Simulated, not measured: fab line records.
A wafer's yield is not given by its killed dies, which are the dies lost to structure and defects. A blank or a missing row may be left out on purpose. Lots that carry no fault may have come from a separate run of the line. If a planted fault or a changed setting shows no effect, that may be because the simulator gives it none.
fab line records	flow n5Finfet
[record] lots = 24	wafers = 72	lastDay = 18
route steps=1938 shown BEOL_M5@1178 BEOL_M6@1210 BEOL_M7@1263
lots with no fault: from the same line, run without faults
startH: hours from the record's opening day to when the first of the lot's shown wafers began	waitH: how many hours have passed since the lot's step before this one	" unchanged from the row above	L1.1+2: a row that stands for several wafers	- value missing, or start not given	* or withheld: withheld	< > ~ a bound
route shown NAME@n: names a module that has steps shown in the file, with the first one's number in the route	usual: mean and standard deviation over wafers with no fault	same: alike in all rows	chamber/n: place in a boat	sites: the reading at each site	_std_site: the values' standard deviation	_edge_site: the outer-site mean with the inner-site mean subtracted	radiusMm: for every site, how far away it sits from the centre of the wafer	mask NAME#n: copy n	behind: the last tool/chamber to shape the wafer	hold: the reason the lot was held/the length of the hold in hours/how it ended	device: which transistor (n, p or np) failed to switch	end of line: tests of these same wafers at the route's end	for a step that has no rows: nothing shown but its recipe	killed: at the first sort, the dies lost to defects and structure; wafer yield is something else	map: shows each die of a wafer: x if killed, . if not, _ if none is there
set.NAME: setting as actually run; set.NAME@STEP: the setting as run at that earlier step	model.NAME: the simulator's own value behind a step, which no gauge read
steps of the route over a sample of lots; a table a step, a row a wafer
services: a tool's chamber out of use, with start hour (startH, from the record's first day; less than 0 if before it), hours out, and reason
[[steps]]
[step N5_BEOL_M5_ANNEAL_82]
[recipe] tempC = 400	timeS = 1800	ambient = vacuum
[usual] heaterPowerW = 826/58
lot.wafer	tool	chamber	startH	waitH	heaterPowerW
L074.2	pvdSputter-03	-	172.13	0.0	806
L074.3	"	-	"	"	770
L074.4	"	-	"	"	847
L076.1	pvdSputter-02	-	172.71	0.0	786
L076.2	"	-	"	"	889
L076.4	"	-	"	"	795
L075.3	pvdSputter-01	-	190.23	0.0	814
L075.4	"	-	"	"	840
L075.5	"	-	"	"	807
L077.1	pvdSputter-02	-	190.55	0.0	825
L077.4	"	-	"	"	778
L077.6	"	-	"	"	771
L078.3	pvdSputter-02	-	195.57	0.0	781
L078.5	"	-	"	"	782
L078.6	"	-	"	"	867
L079.1	pvdSputter-03	-	206.45	0.0	831
L079.2	"	-	"	"	771
L079.6	"	-	"	"	868
L081.2	pvdSputter-03	-	216.90	0.0	765
L081.4	"	-	"	"	797
L081.5	"	-	"	"	847
L082.4	pvdSputter-03	-	222.50	0.0	764
L082.5	"	-	"	"	839
L082.6	"	-	"	"	1007
L083.1	pvdSputter-02	-	228.26	0.0	824
L083.2	"	-	"	"	776
L083.6	"	-	"	"	750
L080.1	pvdSputter-01	-	230.32	0.0	860
L080.2	"	-	"	"	847
L080.4	"	-	"	"	813
L084.3	pvdSputter-03	-	233.42	0.0	844
L084.5	"	-	"	"	809
L084.6	"	-	"	"	948
L085.1	pvdSputter-02	-	247.29	0.0	797
L085.3	"	-	"	"	764
L085.5	"	-	"	"	770
L086.1	pvdSputter-02	-	260.84	0.0	881
L086.2	"	-	"	"	784
L086.3	"	-	"	"	772
L087.1	pvdSputter-01	-	264.69	0.0	873
L087.3	"	-	"	"	786
L087.4	"	-	"	"	762
L088.1	pvdSputter-02	-	267.53	0.0	836
L088.4	"	-	"	"	887
L088.5	"	-	"	"	791
L090.3	pvdSputter-03	-	273.49	0.0	799
L090.4	"	-	"	"	766
L090.6	"	-	"	"	765
L091.2	pvdSputter-01	-	282.63	0.0	789
L091.3	"	-	"	"	819
L091.6	"	-	"	"	810
L089.3	pvdSputter-02	-	287.10	0.0	814
L089.5	"	-	"	"	877
L089.6	"	-	"	"	775
L092.2	pvdSputter-01	-	293.27	0.0	824
L092.3	"	-	"	"	810
L092.4	"	-	"	"	871
L094.1	pvdSputter-02	-	293.97	0.0	784
L094.2	"	-	"	"	877
L094.4	"	-	"	"	751
L093.1	pvdSputter-03	-	296.79	0.0	766
L093.2	"	-	"	"	848
L093.4	"	-	"	"	811
L095.2	pvdSputter-01	-	303.71	5.3	849
L095.3	"	-	"	"	800
L095.4	"	-	"	"	808
L096.3	pvdSputter-02	-	316.22	0.0	835
L096.5	"	-	"	"	767
L096.6	"	-	"	"	827
L097.1	pvdSputter-01	-	318.96	0.0	783
L097.4	"	-	"	"	841
L097.5	"	-	"	"	818
[step N5_BEOL_M6_DESCUM_16]
[recipe] chemistry = O2	timeS = 7.9	sourcePowerW = 50	biasPowerW = 20	pressureMtorr = 20	rfFrequencyHz = 2.712e+07	tempC = 40	resist = CAR-ArF	o2FlowSccm = 225
[usual] chamberPressureMTorr = 20.000/0.018	drypumpMotorCurrentA = 5.6/0.33	o2FlowSccm = 224.9/0.66	oesProductAu = 0.79/0.088	rfVppV = 243.2/1.3	showerheadPlenumPTorr = 2.11/0.064	throttleValvePct = 20.29/0.19
lot.wafer	tool	chamber	startH	waitH	chamberPressureMTorr	drypumpMotorCurrentA	o2FlowSccm	oesProductAu	rfHoursCounterH	rfVppV	showerheadPlenumPTorr	throttleValvePct
L074.2	rieDiel-05	0	180.21	0.0	20.034	5.6	226.1	0.86	51	243.7	2.22	20.28
L074.3	"	3	"	"	19.990	5.7	225.5	0.70	208	242.7	2.09	20.44
L074.4	"	0	"	"	19.969	5.6	225.1	0.86	-	243.6	2.22	20.28
L076.1	rieDiel-05	2	181.78	0.4	19.976	5.8	224.7	0.70	197	245.6	2.15	19.93
L076.2	"	0	"	"	20.008	5.6	224.6	0.86	52	245.2	2.22	20.28
L076.4	"	2	"	"	20.035	5.8	223.7	0.70	-	244.9	2.15	19.95
L075.3	rieDiel-05	1	197.58	0.0	20.041	5.4	224.1	0.99	4	242.3	2.06	20.35
L075.4	"	3	"	"	20.013	5.7	225.1	0.70	214	241.9	2.09	20.44
L075.5	"	0	"	"	19.993	5.6	224.4	0.86	-	246.3	2.21	20.31
L077.1	rieDiel-04	0	199.50	0.0	19.994	5.9	225.1	0.77	179	242.3	2.09	20.33
L077.4	"	3	"	"	20.008	4.9	224.9	0.88	43	244.8	2.23	20.23
L077.6	"	1	"	"	20.002	5.3	226.2	0.92	-	242.2	2.06	19.97
L078.3	rieDiel-02	2	204.40	0.0	20.010	6.6	224.5	0.75	162	241.5	2.02	20.42
L078.5	"	2	"	"	19.993	6.6	222.8	0.75	-	242.3	2.02	20.44
L078.6	"	1	"	"	19.971	5.4	224.9	0.92	-	245.9	2.11	20.23
L079.1	rieDiel-04	0	214.33	0.0	20.012	5.9	225.0	0.76	184	243.0	2.08	20.33
L079.2	"	1	"	"	20.032	5.4	225.4	0.89	17	242.5	2.06	20.01
L079.6	"	3	"	"	20.036	5.0	225.1	0.88	-	243.9	2.23	20.22
L081.2	rieDiel-05	3	226.17	0.1	20.002	5.7	224.7	0.69	222	241.0	2.08	20.46
L081.4	"	1	"	"	20.002	5.4	224.2	0.94	14	241.7	2.06	20.35
L081.5	"	2	"	"	19.999	5.8	225.6	0.68	-	244.2	2.14	19.96
L082.4	rieDiel-05	2	229.30	0.0	20.002	5.8	225.2	0.69	212	245.0	2.14	19.97
L082.5	"	2	"	"	19.987	5.8	225.7	0.69	-	245.2	2.14	19.96
L082.6	"	3	"	"	20.017	5.7	224.4	0.69	-	242.2	2.08	20.44
L083.1	rieDiel-02	0	235.30	0.5	20.017	5.4	223.9	0.77	133	243.5	2.10	20.24
L083.2	"	3	"	"	20.008	5.5	224.6	0.85	61	242.2	2.04	20.45
L083.6	"	0	"	"	20.009	5.4	224.7	0.78	-	244.4	2.10	20.22
L080.1	rieDiel-04	2	237.94	0.0	20.022	5.7	225.6	0.72	197	243.5	2.16	20.61
L080.2	"	0	"	"	19.998	5.9	224.8	0.75	192	242.8	2.08	20.34
L080.4	"	1	"	"	20.007	5.4	225.4	0.88	25	243.0	2.05	20.03
L084.3	rieDiel-05	2	239.92	0.0	19.993	5.7	224.2	0.69	216	245.4	2.14	19.99
L084.5	"	0	"	"	20.028	5.6	224.3	0.83	-	244.3	2.21	20.31
L084.6	"	1	"	"	19.987	5.4	223.6	0.94	-	243.5	2.06	20.37
L085.1	rieDiel-04	2	253.17	0.0	19.971	5.7	225.9	0.72	204	244.5	2.16	20.63
L085.3	"	0	"	"	19.997	5.9	225.2	0.74	199	243.2	2.08	20.35
L085.5	"	3	"	"	19.994	5.0	224.4	0.86	-	244.8	2.22	20.24
L086.1	rieDiel-02	3	266.85	0.0	19.997	5.5	225.7	0.84	72	242.9	2.04	20.47
L086.2	"	2	"	"	20.016	6.6	224.6	0.73	184	242.2	2.01	20.47
L086.3	"	1	"	"	20.007	5.4	225.7	0.87	33	243.9	2.10	20.27
L087.1	rieDiel-05	0	271.88	0.0	19.997	5.6	224.7	0.82	83	245.5	2.21	20.34
L087.3	"	2	"	"	19.989	5.8	224.5	0.68	229	242.4	2.14	19.99
L087.4	"	3	"	"	19.976	5.7	224.9	0.68	240	244.1	2.08	20.50
L088.1	rieDiel-05	3	275.42	0.0	19.997	5.7	225.1	0.68	240	240.9	2.08	20.48
L088.4	"	1	"	"	19.996	5.4	224.3	0.90	30	241.4	2.05	20.39
L088.5	"	1	"	"	20.013	5.4	225.0	0.92	-	242.3	2.05	20.38
L090.3	rieDiel-02	0	279.48	0.0	19.968	5.4	224.5	0.77	148	243.9	2.09	20.26
L090.4	"	2	"	"	20.000	6.6	224.6	0.74	189	242.2	2.01	20.46
L090.6	"	1	"	"	19.989	5.4	224.4	0.87	-	243.5	2.10	20.27
L091.2	rieDiel-05	1	288.37	0.0	20.038	5.4	224.4	0.90	33	241.7	2.05	20.41
L091.3	"	3	"	"	19.982	5.7	224.8	0.68	244	243.1	2.08	20.48
L091.6	"	2	"	"	20.029	5.8	224.5	0.68	-	243.9	2.14	20.00
L089.3	rieDiel-05	1	293.06	0.0	20.019	5.4	225.2	0.89	34	241.4	2.05	20.39
L089.5	"	1	"	"	19.998	5.4	224.6	0.90	-	241.7	2.05	20.39
L089.6	"	2	"	"	19.994	5.7	224.5	0.68	-	243.4	2.14	19.99
L092.2	rieDiel-02	1	299.78	0.0	20.022	5.4	224.3	0.85	43	243.3	2.10	20.28
L092.3	"	2	"	"	19.986	6.6	224.2	0.73	195	239.7	2.01	20.47
L092.4	"	0	"	"	20.010	5.4	224.9	0.76	154	242.8	2.09	20.27
L094.1	rieDiel-05	1	300.49	0.4	19.973	5.4	224.7	0.90	37	243.1	2.05	20.40
L094.2	"	3	"	"	19.992	5.7	223.5	0.68	249	242.1	2.08	20.50
L094.4	"	0	"	"	19.981	5.6	224.1	0.82	92	244.7	2.20	20.35
L093.1	rieDiel-04	0	304.65	0.3	20.020	5.9	224.0	0.73	216	243.3	2.07	20.39
L093.2	"	2	"	"	19.959	5.7	225.7	0.70	219	243.5	2.15	20.65
L093.4	"	1	"	"	19.974	5.3	225.1	0.84	50	243.1	2.04	20.04
L095.2	rieDiel-04	0	311.54	0.4	20.005	5.9	225.4	0.74	218	242.5	2.07	20.38
L095.3	"	1	"	"	20.003	5.4	224.7	0.83	51	242.2	2.04	20.05
L095.4	"	2	"	"	19.987	5.7	226.1	0.70	222	244.5	2.15	20.63
L096.3	rieDiel-05	0	323.26	0.4	19.999	5.6	224.5	0.81	103	243.0	2.20	20.37
L096.5	"	2	"	"	19.971	5.8	224.6	0.66	-	243.8	2.13	20.02
L096.6	"	1	"	"	20.012	5.4	225.2	0.86	-	243.5	2.05	20.41
L097.1	rieDiel-05	0	326.14	0.0	19.982	5.6	224.7	0.80	104	244.4	2.20	20.36
L097.4	"	1	"	"	19.982	5.4	224.4	0.87	50	242.0	2.05	20.42
L097.5	"	3	"	"	19.989	5.7	224.7	0.99	-	242.5	2.07	20.07
[step N5_BEOL_M6_OCD_MEAS_38]
[usual] trenchDepthNm = 94.0/1.3
lot.wafer	tool	chamber	startH	waitH	trenchDepthNm
L074.2	ocd-02	-	181.87	-	93.4
L074.3	"	-	"	"	94.5
L074.4	"	-	"	"	94.7
L076.1	ocd-02	-	183.10	-	93.7
L076.2	"	-	"	"	94.7
L076.4	"	-	"	"	94.7
L075.3	ocd-02	-	199.34	-	93.3
L075.4	"	-	"	"	93.6
L075.5	"	-	"	"	93.7
L077.1	ocd-01	-	201.58	-	94.3
L077.4	"	-	"	"	94.6
L077.6	"	-	"	"	94.8
L078.3	ocd-01	-	205.82	-	94.0
L078.5	"	-	"	"	92.7
L078.6	"	-	"	"	93.6
L079.1	ocd-01	-	216.18	-	94.2
L079.2	"	-	"	"	95.1
L079.6	"	-	"	"	90.6
L081.2	ocd-02	-	228.62	-	93.3
L081.4	"	-	"	"	95.4
L081.5	"	-	"	"	95.2
L082.4	ocd-02	-	230.84	-	93.0
L082.5	"	-	"	"	94.4
L082.6	"	-	"	"	93.5
L083.1	ocd-01	-	237.08	-	96.6
L083.2	"	-	"	"	93.3
L083.6	"	-	"	"	96.8
L080.1	ocd-01	-	239.44	-	94.0
L080.2	"	-	"	"	92.2
L080.4	"	-	"	"	93.4
L084.3	ocd-02	-	244.20	-	97.1
L084.5	"	-	"	"	93.2
L084.6	"	-	"	"	94.2
L085.1	ocd-02	-	255.46	-	94.4
L085.3	"	-	"	"	96.3
L085.5	"	-	"	"	94.0
L086.1	ocd-01	-	268.60	-	93.3
L086.2	"	-	"	"	93.0
L086.3	"	-	"	"	92.8
L087.1	ocd-01	-	275.30	-	94.0
L087.3	"	-	"	"	93.7
L087.4	"	-	"	"	98.0
L088.1	ocd-01	-	276.89	-	93.4
L088.4	"	-	"	"	95.3
L088.5	"	-	"	"	93.5
L090.3	ocd-01	-	282.03	-	96.8
L090.4	"	-	"	"	91.9
L090.6	"	-	"	"	92.8
L091.2	ocd-01	-	289.83	-	92.2
L091.3	"	-	"	"	94.0
L091.6	"	-	"	"	94.5
L089.3	ocd-02	-	296.46	-	94.2
L089.5	"	-	"	"	93.1
L089.6	"	-	"	"	94.8
L092.2	ocd-02	-	301.41	-	94.2
L092.3	"	-	"	"	96.1
L092.4	"	-	"	"	92.8
L094.1	ocd-01	-	304.12	-	93.6
L094.2	"	-	"	"	93.8
L094.4	"	-	"	"	94.8
L093.1	ocd-01	-	306.89	-	93.0
L093.2	"	-	"	"	93.7
L093.4	"	-	"	"	96.6
L095.2	ocd-02	-	313.18	-	93.2
L095.3	"	-	"	"	94.1
L095.4	"	-	"	"	92.2
L096.3	ocd-02	-	326.00	-	92.6
L096.5	"	-	"	"	94.5
L096.6	"	-	"	"	92.1
L097.1	ocd-02	-	327.96	-	95.7
L097.4	"	-	"	"	92.9
L097.5	"	-	"	"	91.4
[step N5_BEOL_M6_PRE_CLEAN_45]
[recipe] gas = H2/He	timeS = 30	tempC = 250
[usual] heaterPowerW = 333/25
lot.wafer	tool	chamber	startH	waitH	heaterPowerW
L074.2	pvdSputter-02	-	183.09	0.0	317
L074.3	"	-	"	"	349
L074.4	"	-	"	"	334
L076.1	pvdSputter-03	-	183.65	0.0	330
L076.2	"	-	"	"	405
L076.4	"	-	"	"	342
L075.3	pvdSputter-03	-	201.87	0.0	323
L075.4	"	-	"	"	399
L075.5	"	-	"	"	304
L077.1	pvdSputter-01	-	202.16	0.0	319
L077.4	"	-	"	"	340
L077.6	"	-	"	"	322
L078.3	pvdSputter-01	-	206.55	0.0	361
L078.5	"	-	"	"	344
L078.6	"	-	"	"	322
L079.1	pvdSputter-02	-	217.07	0.0	312
L079.2	"	-	"	"	301
L079.6	"	-	"	"	357
L081.2	pvdSputter-03	-	229.22	0.0	301
L081.4	"	-	"	"	402
L081.5	"	-	"	"	399
L082.4	pvdSputter-03	-	231.61	0.0	390
L082.5	"	-	"	"	324
L082.6	"	-	"	"	397
L083.1	pvdSputter-03	-	239.16	0.0	321
L083.2	"	-	"	"	402
L083.6	"	-	"	"	385
L080.1	pvdSputter-03	-	240.30	0.0	315
L080.2	"	-	"	"	344
L080.4	"	-	"	"	389
L084.3	pvdSputter-01	-	245.46	0.0	325
L084.5	"	-	"	"	340
L084.6	"	-	"	"	304
L085.1	pvdSputter-01	-	257.83	0.0	347
L085.3	"	-	"	"	313
L085.5	"	-	"	"	343
L086.1	pvdSputter-02	-	270.91	0.0	355
L086.2	"	-	"	"	306
L086.3	"	-	"	"	325
L087.1	pvdSputter-02	-	276.09	0.0	348
L087.3	"	-	"	"	309
L087.4	"	-	"	"	331
L088.1	pvdSputter-03	-	278.63	0.0	313
L088.4	"	-	"	"	307
L088.5	"	-	"	"	300
L090.3	pvdSputter-03	-	283.03	0.0	345
L090.4	"	-	"	"	395
L090.6	"	-	"	"	384
L091.2	pvdSputter-03	-	290.40	0.0	313
L091.3	"	-	"	"	345
L091.6	"	-	"	"	305
L089.3	pvdSputter-01	-	297.17	0.0	314
L089.5	"	-	"	"	347
L089.6	"	-	"	"	337
L092.2	pvdSputter-02	-	303.69	0.0	309
L092.3	"	-	"	"	309
L092.4	"	-	"	"	361
L094.1	pvdSputter-02	-	304.69	0.0	353
L094.2	"	-	"	"	327
L094.4	"	-	"	"	301
L093.1	pvdSputter-02	-	307.68	0.0	309
L093.2	"	-	"	"	332
L093.4	"	-	"	"	315
L095.2	pvdSputter-01	-	314.03	0.0	329
L095.3	"	-	"	"	336
L095.4	"	-	"	"	308
L096.3	pvdSputter-02	-	327.22	0.0	304
L096.5	"	-	"	"	331
L096.6	"	-	"	"	315
L097.1	pvdSputter-01	-	328.52	0.0	337
L097.4	"	-	"	"	317
L097.5	"	-	"	"	333
[step N5_BEOL_M6_RS_MEAS_57]
[recipe] thkMeasGauge = four-point-probe	reads = Cu_of_BEOL_M6_ECD_50+Co_of_BEOL_M6_CVD_78+TaN_of_BEOL_M6_ALD_77
[usual] M6_RS = 0.287/0.0074
lot.wafer	tool	chamber	startH	waitH	M6_RS[ohm/sq]
L074.2	filmMetro-02	-	188.69	0.1	0.284
L074.3	"	-	"	"	0.282
L074.4	"	-	"	"	0.287
L076.1	filmMetro-01	-	189.62	0.1	0.286
L076.2	"	-	"	"	0.294
L076.4	"	-	"	"	0.286
L075.3	filmMetro-02	-	206.51	0.1	0.291
L075.4	"	-	"	"	0.290
L075.5	"	-	"	"	0.288
L077.1	filmMetro-02	-	207.05	0.1	0.282
L077.4	"	-	"	"	0.281
L077.6	"	-	"	"	0.278
L078.3	filmMetro-02	-	211.34	0.1	0.290
L078.5	"	-	"	"	0.298
L078.6	"	-	"	"	0.288
L079.1	filmMetro-02	-	221.22	0.1	0.290
L079.2	"	-	"	"	0.290
L079.6	"	-	"	"	0.297
L081.2	filmMetro-02	-	231.30	0.1	0.288
L081.4	"	-	"	"	0.279
L081.5	"	-	"	"	0.278
L082.4	filmMetro-01	-	233.45	0.0	0.289
L082.5	"	-	"	"	0.279
L082.6	"	-	"	"	0.293
L083.1	filmMetro-01	-	240.69	0.1	0.279
L083.2	"	-	"	"	0.292
L083.6	"	-	"	"	0.273
L080.1	filmMetro-01	-	242.37	0.1	0.287
L080.2	"	-	"	"	0.299
L080.4	"	-	"	"	0.281
L084.3	filmMetro-02	-	247.09	0.1	0.279
L084.5	"	-	"	"	0.297
L084.6	"	-	"	"	0.286
L085.1	filmMetro-01	-	259.70	0.1	0.278
L085.3	"	-	"	"	0.271
L085.5	"	-	"	"	0.277
L086.1	filmMetro-02	-	272.43	0.1	0.287
L086.2	"	-	"	"	0.287
L086.3	"	-	"	"	0.285
L087.1	filmMetro-01	-	278.05	0.1	0.281
L087.3	"	-	"	"	0.281
L087.4	"	-	"	"	0.266
L088.1	filmMetro-02	-	280.13	0.1	0.291
L088.4	"	-	"	"	0.276
L088.5	"	-	"	"	0.289
L090.3	filmMetro-02	-	284.72	0.1	0.280
L090.4	"	-	"	"	0.305
L090.6	"	-	"	"	0.302
L091.2	filmMetro-01	-	291.85	0.1	0.298
L091.3	"	-	"	"	0.288
L091.6	"	-	"	"	0.284
L089.3	filmMetro-01	-	299.56	0.1	0.285
L089.5	"	-	"	"	0.294
L089.6	"	-	"	"	0.294
L092.2	filmMetro-01	-	305.56	0.1	0.291
L092.3	"	-	"	"	0.278
L092.4	"	-	"	"	0.297
L094.1	filmMetro-01	-	306.90	0.1	0.284
L094.2	"	-	"	"	0.287
L094.4	"	-	"	"	0.287
L093.1	filmMetro-01	-	309.53	0.1	0.288
L093.2	"	-	"	"	0.289
L093.4	"	-	"	"	0.275
L095.2	filmMetro-01	-	316.30	0.1	0.297
L095.3	"	-	"	"	0.295
L095.4	"	-	"	"	0.293
L096.3	filmMetro-01	-	329.00	0.1	0.295
L096.5	"	-	"	"	0.284
L096.6	"	-	"	"	0.290
L097.1	filmMetro-02	-	331.45	0.1	0.277
L097.4	"	-	"	"	0.293
L097.5	"	-	"	"	0.300
[step N5_BEOL_M7_ILD_DEP_00]
[recipe] material = SiCOH_lowk	targetThkA = 1797.5	tempC = 300	precursor = DEMS/porogen	pressureTorr = 5	rfW = 500	timeS = 33.4
[usual] heaterPowerW = 324/82	showerheadPlenumPTorr = 5.745/0.018	throttleValvePct = 13.9/0.52
lot.wafer	tool	chamber	startH	waitH	heaterPowerW	showerheadPlenumPTorr	throttleValvePct
L074.2	pecvd-01	1	188.75	0.0	320	5.716	14.7
L074.3	"	0	"	"	270	5.767	13.6
L074.4	"	0	"	"	268	5.747	13.5
L076.1	pecvd-03	0	189.69	0.0	295	5.786	14.1
L076.2	"	1	"	"	303	5.733	14.1
L076.4	"	1	"	"	304	5.741	14.2
L075.3	pecvd-01	1	206.58	0.0	346	5.746	14.6
L075.4	"	1	"	"	367	5.726	14.6
L075.5	"	0	"	"	262	5.760	13.6
L077.1	pecvd-01	1	207.11	0.0	361	5.733	14.3
L077.4	"	1	"	"	361	5.738	14.6
L077.6	"	2	"	"	232	5.718	13.6
L078.3	pecvd-02	1	211.41	0.0	462	5.706	13.5
L078.5	"	1	"	"	459	5.742	13.2
L078.6	"	2	"	"	279	5.762	14.0
L079.1	pecvd-01	2	221.29	0.0	263	5.746	13.5
L079.2	"	1	"	"	343	5.737	14.7
L079.6	"	1	"	"	337	5.733	14.6
L081.2	pecvd-03	1	231.36	0.0	308	5.754	14.0
L081.4	"	1	"	"	316	5.741	14.0
L081.5	"	0	"	"	289	5.782	13.8
L082.4	pecvd-02	0	233.53	0.1	433	5.741	14.2
L082.5	"	1	"	"	497	5.747	13.1
L082.6	"	2	"	"	305	5.768	14.5
L083.1	pecvd-01	0	240.75	0.0	254	5.775	13.6
L083.2	"	2	"	"	233	5.731	13.2
L083.6	"	0	"	"	255	5.764	13.7
L080.1	pecvd-02	1	242.43	0.0	443	5.733	13.1
L080.2	"	0	"	"	435	5.742	14.4
L080.4	"	2	"	"	268	5.762	14.4
L084.3	pecvd-01	1	247.15	0.0	355	5.728	14.7
L084.5	"	2	"	"	253	5.736	13.5
L084.6	"	0	"	"	217	5.752	13.7
L085.1	pecvd-02	2	259.76	0.0	298	5.763	14.3
L085.3	"	1	"	"	452	5.731	13.2
L085.5	"	0	"	"	420	5.726	14.6
L086.1	pecvd-03	1	272.49	0.0	295	5.755	14.1
L086.2	"	0	"	"	328	5.769	14.1
L086.3	"	2	"	"	206	5.707	13.3
L087.1	pecvd-02	2	278.12	0.0	296	5.767	14.2
L087.3	"	0	"	"	409	5.738	14.4
L087.4	"	2	"	"	312	5.771	14.2
L088.1	pecvd-02	2	280.19	0.0	340	5.756	14.2
L088.4	"	0	"	"	440	5.739	14.3
L088.5	"	2	"	"	268	5.744	14.5
L090.3	pecvd-01	2	284.78	0.0	268	5.739	13.2
L090.4	"	2	"	"	275	5.738	13.4
L090.6	"	0	"	"	257	5.770	13.5
L091.2	pecvd-01	0	291.91	0.0	242	5.752	13.6
L091.3	"	1	"	"	304	5.722	14.5
L091.6	"	0	"	"	241	5.764	13.7
L089.3	pecvd-02	2	299.62	0.0	324	5.772	14.6
L089.5	"	0	"	"	400	5.753	14.4
L089.6	"	1	"	"	477	5.732	13.4
L092.2	pecvd-01	1	305.62	0.0	348	5.719	14.5
L092.3	"	0	"	"	267	5.761	13.6
L092.4	"	1	"	"	355	5.740	14.4
L094.1	pecvd-01	1	306.96	0.0	372	5.728	14.9
L094.2	"	0	"	"	254	5.764	13.9
L094.4	"	2	"	"	271	5.723	13.4
L093.1	pecvd-03	2	309.60	0.0	192	5.725	13.3
L093.2	"	1	"	"	296	5.747	14.0
L093.4	"	2	"	"	195	5.716	13.3
L095.2	pecvd-02	0	316.36	0.0	366	5.736	14.3
L095.3	"	1	"	"	480	5.732	13.1
L095.4	"	0	"	"	381	5.745	14.4
L096.3	pecvd-03	2	329.06	0.0	214	5.716	13.5
L096.5	"	0	"	"	316	5.773	14.3
L096.6	"	2	"	"	157	5.727	13.6
L097.1	pecvd-02	1	331.52	0.0	487	5.751	13.1
L097.4	"	0	"	"	415	5.742	14.3
L097.5	"	2	"	"	307	5.766	14.5
[[services]]
tool	chamber	startH	hours	kind
pecvd-02	2	151.94	5.0	scheduledDown
rieDiel-05	1	153.82	-	clean
rieDiel-05	1	153.82	-	consumableReplace:focusRing
rieDiel-05	1	153.82	20.4	scheduledDown
rieDiel-05	1	153.82	20.4	ventCycle
pecvd-02	-	172.67	1.9	repair
pecvd-02	0	186.88	2.1	scheduledDown
rieDiel-05	3	207.52	3.0	repair
pecvd-03	2	207.63	5.5	scheduledDown
pecvd-02	-	217.46	14.6	pm
pecvd-03	-	261.81	1.5	repair
rieDiel-04	2	266.00	8.9	repair
pecvd-01	2	269.11	12.2	repair
pecvd-01	2	300.55	5.5	scheduledDown
rieDiel-05	3	304.84	-	clean
rieDiel-05	3	304.84	-	consumableReplace:focusRing
rieDiel-05	3	304.84	21.1	scheduledDown
rieDiel-05	3	304.84	21.1	ventCycle
rieDiel-02	3	307.91	13.1	repair
pecvd-01	2	327.12	5.4	repair
rieDiel-05	2	328.06	-	clean
rieDiel-05	2	328.06	-	consumableReplace:focusRing
[[key]]
fault none
